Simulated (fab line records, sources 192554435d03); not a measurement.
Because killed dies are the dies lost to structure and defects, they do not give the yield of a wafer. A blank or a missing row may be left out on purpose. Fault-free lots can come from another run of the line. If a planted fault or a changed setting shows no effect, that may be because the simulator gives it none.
Problem report, 8D (eight disciplines) form, completed by code | flow n5Finfet | the parts of the form that need people (team, actions taken, sign-off) are left out

1. PROBLEM STATEMENT
Wafers without a fault read 1499.9 rpm, standard deviation 1.3; spinSpeedRpm at N5_BEOL_M11_COAT_60 reads a mean of 1197.5 rpm on 6 wafers belonging to 2 lots. So: -99 or more standard deviations from the usual mean.
The step: time 60 s, resist thk 30 nm.
First seen on wafer L196.1, day 13 05:31, on lithoTrack-01. The record has a number at this step for 27 wafers belonging to 9 lots. The rule behind "out" and "out of limits": a value lying over 4 standard deviations away from the usual mean. The other wafers with a number count as sound.

2. WHAT IT IS, AND WHAT IT ISN'T
question                    | is                     | is not
which readings at this step | spinSpeedRpm           | -
which lots                  | L196, L197             | L184, L185, L186, L190, L198, L204, L205
which wafers of those lots  | all that have a number | -
read on which tools         | lithoTrack-01          | lithoTrack-02, lithoTrack-03
when                        | from day 13 05:31      | up to then (12 sound wafers); but 9 sound wafers of L198, L204, L205 came after

3. WHAT RULES OUT EACH SUSPECT
Counting: a tool stays on the suspect list if, at a process step up to the reading, it processed all lots that are out and no sound lot following the first of them.
- uvCure-02 at N5_BEOL_M10_CURE_72 (cures SiCOH lowk, time 120 s): ruled out as a lasting fault. After its first lot that is out, L196 (day 12 23:31), sound lots L205 ran on it.
- rtpAnneal-01 at N5_BEOL_M10_ANNEAL_51 (time 90 s): kept. Every lot that is out went through it, starting with L196 (day 13 01:33), and after that it ran no sound lot; the last sound lot it ran before then is L190 (day 11 20:38).
- lithoTrack-01 at N5_BEOL_M11_COAT_60 (time 60 s, resist thk 30 nm): kept. Every lot that is out went through it, starting with L196 (day 13 05:31), and after that it ran no sound lot; the last sound lot it ran before then is L184 (day 10 18:55). Its own readings are out on those wafers: spinSpeedRpm.
After counting, rtpAnneal-01 at N5_BEOL_M10_ANNEAL_51 and lithoTrack-01 at N5_BEOL_M11_COAT_60 remain.

4. THE CAUSE (what the simulator had put in)
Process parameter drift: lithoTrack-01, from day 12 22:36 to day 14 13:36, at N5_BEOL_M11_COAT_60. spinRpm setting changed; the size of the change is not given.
2 suspects survive the count, and this tool is in that group.

5. THE CHAIN OF EFFECTS, in route order
Rows list readings where the struck wafers' mean (over those with a number) sits beyond 3 standard deviations from the usual. Readings are gone through only where the record gives a usual standard deviation; hours: the median, over the lots, of the time from a lot's start at the first step in this table giving one to that lot's start at this step; sigmas: the change measured in usual standard deviations.
hours | step                | reading       | usual      | on struck wafers | change | sigmas
0     | N5_BEOL_M11_COAT_60 | spinSpeedRpm  | 1499.9 rpm | 1197.5           | -302.4 | -99 or more
1     | N5_BEOL_M11_ETCH_61 | etchRfOnTimeS | 64.4 s     | 72.6             | +8.2   | +3.9
It contains these process steps:
- N5_BEOL_M11_COAT_60: time 60 s, resist thk 30 nm.
- N5_BEOL_M11_ETCH_61: etches SiARC in CF4, target depth 39 nm, time 65 s.

6. HOW IT WOULD HAVE BEEN CAUGHT EARLIER
First out-of-limits reading in this record: day 13 05:31, which is 7 hours after fault onset at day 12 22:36.
